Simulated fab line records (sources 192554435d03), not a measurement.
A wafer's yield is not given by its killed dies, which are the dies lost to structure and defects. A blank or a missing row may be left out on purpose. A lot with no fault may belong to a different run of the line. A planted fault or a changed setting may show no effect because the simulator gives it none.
One fault through the eyes of 2 desks | flow n5 finfet | every desk sees just its own numbers, and what lay behind them comes last

## AT THE METROLOGY DESK
Means of the sampled wafers that have a number, per lot and without regard to the tool the lot ran on: this is what the gauges read. A lot is out of limits, marked OUT, if its mean lies more than 4 standard deviations from the usual mean; the brackets give that distance. Of its 11 readings 7 are shown: those that lie furthest out on some lot.
Columns: A = DIBL_P at N5_BEOL_M4_RC_MEAS_101, usual 35.9 mV/V; B = IOFF_N at N5_BEOL_M4_RC_MEAS_101, usual 0.149 nA/um; C = ION_N at N5_BEOL_M4_RC_MEAS_101, usual 671 uA/um; D = ION_P at N5_BEOL_M4_RC_MEAS_101, usual 461 uA/um; E = SS_N at N5_BEOL_M4_RC_MEAS_101, usual 71.4 mV/dec; F = SS_P at N5_BEOL_M4_RC_MEAS_101, usual 73.2 mV/dec; G = VT_P at N5_BEOL_M4_RC_MEAS_101, usual -250.1 mV
lot  | first seen here | A    | B     | C   | D   | E    | F    | G
L830 | day 4 00:58     | 36.0 | 0.160 | 673 | 466 | 71.8 | 73.2 | -247.3
L833 | day 4 19:05     | 36.4 | 0.127 | 656 | 454 | 71.4 | 73.0 | -252.3
L835 | day 5 09:02     | 36.3 | 0.136 | 669 | 458 | 71.4 | 73.3 | -250.6
L840 | day 6 12:26     | 36.3 | 0.155 | 674 | 471 | 71.1 | 73.1 | -245.8
L841 | day 6 20:11     | 32.9 | 0.118 | 654 | 460 | 70.6 | 71.8 | -250.8
L845 | day 7 19:02     | 35.2 | 0.149 | 679 | 468 | 71.2 | 73.5 | -249.5
L846 | day 8 02:17     | 37.5 | 0.156 | 673 | 462 | 71.3 | 73.5 | -250.5
L850 | day 9 03:33     | 36.1 | 0.146 | 672 | 459 | 71.5 | 73.3 | -251.1
L851 | day 9 14:56     | 35.1 | 0.137 | 666 | 456 | 71.4 | 72.9 | -251.0
L852 | day 9 16:14     | 34.8 | 0.153 | 672 | 468 | 71.2 | 73.9 | -247.3
Result from this desk: across the 10 lots, nothing is out of limits.

## TOOL OWNER'S DESK, litho track-05
The tool's own readings at N5_SDB_COAT_04 (time 60 s, resist thk 18 nm): means of the sampled wafers that have a number, for each lot that ran on this tool. A lot is out of limits, marked OUT, if its mean lies more than 4 standard deviations from the usual mean; the brackets give that distance.
Columns: A = chill plate temp C at N5_SDB_COAT_04, usual 22.96 C; B = run length s at N5_SDB_COAT_04, usual 66.31 s
lot  | first seen here | A     | B
L833 | day 4 18:43     | 22.96 | 66.13
L840 | day 6 12:04     | 23.05 | 69.70 (+17) OUT
L841 | day 6 19:57     | 23.02 | 73.26 (+35) OUT
L850 | day 9 03:19     | 22.98 | 66.08
L851 | day 9 14:35     | 23.02 | 66.28
L852 | day 9 15:52     | 22.93 | 66.12
This desk finds L840, L841 out of limits, L840 being first, at day 6 12:04 (run length s at N5_SDB_COAT_04). L833, L850, L851, L852 stayed within limits.

## TAKEN TOGETHER
An alarm could have come from the tool owner's desk at day 6 12:04, on L840, L841.
The metrology desk saw nothing out of limits.
The metrology desk has L840, L841 on record, within its limits.
All the named lots went through N5_SDB_COAT_04 on litho track-05.

## WHAT THE SIMULATOR PUT IN
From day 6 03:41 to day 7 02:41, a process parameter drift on litho track-05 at N5_SDB_COAT_04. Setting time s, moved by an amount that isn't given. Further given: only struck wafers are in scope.
Shown lots that were struck: L840, L841.
Each desk's first reading out of limits, in hours after the fault started: the tool owner's desk, 8.
